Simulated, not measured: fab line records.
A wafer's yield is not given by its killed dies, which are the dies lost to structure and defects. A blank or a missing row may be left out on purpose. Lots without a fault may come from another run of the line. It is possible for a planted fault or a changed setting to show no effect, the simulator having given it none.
A single fault, viewed from 2 desks / flow n5_finfet / each desk has only its own numbers; what lay behind them comes last

== FROM THE METROLOGY DESK ==
Means of the sampled wafers that have a number, per lot and without regard to the tool the lot ran on: this is what the gauges read. Marked OUT: a lot whose mean sits more than 4 standard deviations from the usual mean, which makes it out of limits; the brackets give that distance. Only the readings that lie furthest out on some lot appear, 7 of the 13 it has.
Columns: A = cd_nm at N5_BEOL_M3_CD_MEAS_11, usual 16.97 nm; B = cd_nm at N5_BEOL_M3_CD_MEAS_28, usual 25.59 nm; C = V2_OVL at N5_BEOL_M3_OVL_MEAS_29, usual 0.0 nm; D = IOFF_P at N5_BEOL_M4_RC_MEAS_101, usual 0.22 nA/um; E = SS_P at N5_BEOL_M4_RC_MEAS_101, usual 73.4 mV/dec; F = VT_N at N5_BEOL_M4_RC_MEAS_101, usual 249 mV; G = VT_P at N5_BEOL_M4_RC_MEAS_101, usual -250 mV
lot=L533; first seen here=day 8 08:13; A=17.05; B=25.36; C=1.1; D=0.20; E=73.3; F=252; G=-253
lot=L532; first seen here=day 8 13:32; A=16.92; B=25.69; C=-0.3; D=0.25; E=73.0; F=249; G=-245
lot=L538; first seen here=day 9 07:43; A=16.93; B=26.36; C=-0.2; D=0.24; E=73.7; F=249; G=-246
lot=L539; first seen here=day 9 19:38; A=16.60; B=26.14; C=0.4; D=0.20; E=73.3; F=252; G=-248
lot=L542; first seen here=day 11 02:55; A=16.96; B=25.83; C=-0.3; D=0.23; E=73.6; F=252; G=-248
lot=L545; first seen here=day 11 06:02; A=16.81; B=25.57; C=-0.1; D=0.22; E=73.3; F=248; G=-249
lot=L546; first seen here=day 11 09:47; A=16.90; B=25.76; C=-0.2; D=0.21; E=73.7; F=245; G=-250
lot=L549; first seen here=day 11 23:35; A=16.93; B=25.40; C=0.9; D=0.20; E=73.7; F=249; G=-254
lot=L551; first seen here=day 12 09:29; A=17.24; B=25.79; C=0.4; D=0.14; E=72.2; F=256; G=-255
lot=L552; first seen here=day 13 09:53; A=17.05; B=25.92; C=0.1; D=0.19; E=73.5; F=249; G=-252
This desk's finding: nothing out of limits on any of the 10 lots.

== FOR THE TOOL OWNER'S DESK: euv_scanner-01 ==
The tool's own readings at N5_BEOL_M3_EXPOSE_25 (exposes mask V2, defocus 5 nm): means of the sampled wafers that have a number, for each lot that ran on this tool. Marked OUT: a lot whose mean sits more than 4 standard deviations from the usual mean, which makes it out of limits; the brackets give that distance.
Columns: A = exposure_dose_mJ_cm2 at N5_BEOL_M3_EXPOSE_25, usual 62.82
lot=L538; first seen here=day 9 08:47; A=66.02 (+48) OUT
lot=L539; first seen here=day 9 20:25; A=65.34 (+38) OUT
Finding of this desk: L538, L539 out of limits; the first was L538 at day 9 08:47, on exposure_dose_mJ_cm2 at N5_BEOL_M3_EXPOSE_25. In limits: none.

== BROUGHT TOGETHER ==
The tool owner's desk could have raised an alarm at day 9 08:47, on L538, L539.
Metrology desk: nothing out of limits seen.
The metrology desk has L538, L539 on record, within its limits.
Of the lots named, all ran N5_BEOL_M3_EXPOSE_25 on euv_scanner-01.

== WHAT HAD BEEN PUT IN BY THE SIMULATOR ==
Process parameter drift: euv_scanner-01, from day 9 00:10 on, at N5_BEOL_M3_EXPOSE_25. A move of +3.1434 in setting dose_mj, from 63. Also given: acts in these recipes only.
Shown lots that were struck: L538, L539.
Each desk's first reading out of limits, in hours after the fault started: the tool owner's desk, 9.
